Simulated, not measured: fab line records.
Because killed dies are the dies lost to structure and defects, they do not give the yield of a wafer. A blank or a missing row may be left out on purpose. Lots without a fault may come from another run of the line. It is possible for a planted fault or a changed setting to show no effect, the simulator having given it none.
Code-filled problem report in 8D (eight disciplines) form	flow nand-harc	the parts of the form that need people (team, actions taken, sign-off) are left out

## 1. THE ISSUE
run-length-s at NHARC_A_WL_FILL_ETCHBACK_17 reads a mean of 30.7 s on 3 wafers of 3 lots; wafers without a fault read 48.1 s with a standard deviation of 0.4. Relative to the usual mean, that is a shift of -44 standard deviations.
The step: etches the open film in Cl2/BCl3, target depth 4 nm, time 26.7 s.
The first sign was on wafer L304.6 at day 20 23:37, on rie-metal-02. Wafers with a number at this step in the record: 42, from 15 lots. Rule for "out", or "out of limits": more than 4 standard deviations from the usual mean. All remaining wafers that have a number are taken as sound.

## 2. WHAT THIS IS AND IS NOT
question	is	is not
which readings at this step	run-length-s	drypump-motor-current-A, oes-product-au
which lots	L304, L306, L307	L284, L286, L287, L288, L289, L290, L291, L292, L293, L294, L296, L297
which wafers of those lots	L304.6, L306.1, L307.1	L304.5, L306.5, L307.5
read on which tools	rie-metal-02	rie-metal-01, rie-metal-03
when	from day 20 23:37	up to then (37 sound wafers); but 2 sound wafers of L306, L307 came after

## 3. THE SUSPECTS, EACH WITH WHAT RULES IT OUT
Counting: any tool at a process step up to the reading remains a suspect provided it ran every lot that is out. Sound lots after the first of them don't rule it out here, since some wafers of a struck lot are sound.
- rie-metal-02 at NHARC_A_WL_FILL_ETCHBACK_17 (etches the open film in Cl2/BCl3, target depth 4 nm, time 26.7 s): kept. It processed each lot that is out (first: L304, day 20 23:37); up to then, its last sound lot is L296 (day 18 23:47). On those wafers its own readings are out: run-length-s.
Remaining after the count: rie-metal-02 at NHARC_A_WL_FILL_ETCHBACK_17.

## 4. THE CAUSE (what the simulator had put in)
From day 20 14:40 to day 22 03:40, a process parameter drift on rie-metal-02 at NHARC_A_WL_FILL_ETCHBACK_17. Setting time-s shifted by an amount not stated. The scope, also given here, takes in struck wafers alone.
After counting, this tool was the only one left.

## 5. THE EFFECT CHAIN, in route order
Each row: a reading whose mean over the struck wafers that have a number lies more than 3 standard deviations from the usual. Readings are gone through only where the record gives a usual standard deviation; hours: the median, over the lots, of the time from a lot's start at the first step in this table giving one to that lot's start at this step; sigmas: the change measured in usual standard deviations.
hours	step	reading	usual	on struck wafers	change	sigmas
0	NHARC_A_WL_FILL_ETCHBACK_17	run-length-s	48.1 s	30.7	-17.4	-44
The process steps in it:
- NHARC_A_WL_FILL_ETCHBACK_17: etches the open film in Cl2/BCl3, target depth 4 nm, time 26.7 s.

## 6. WHAT WOULD HAVE CAUGHT IT SOONER
In this record the first reading out of limits was taken at day 20 23:37, 9 hours after the fault began at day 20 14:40.
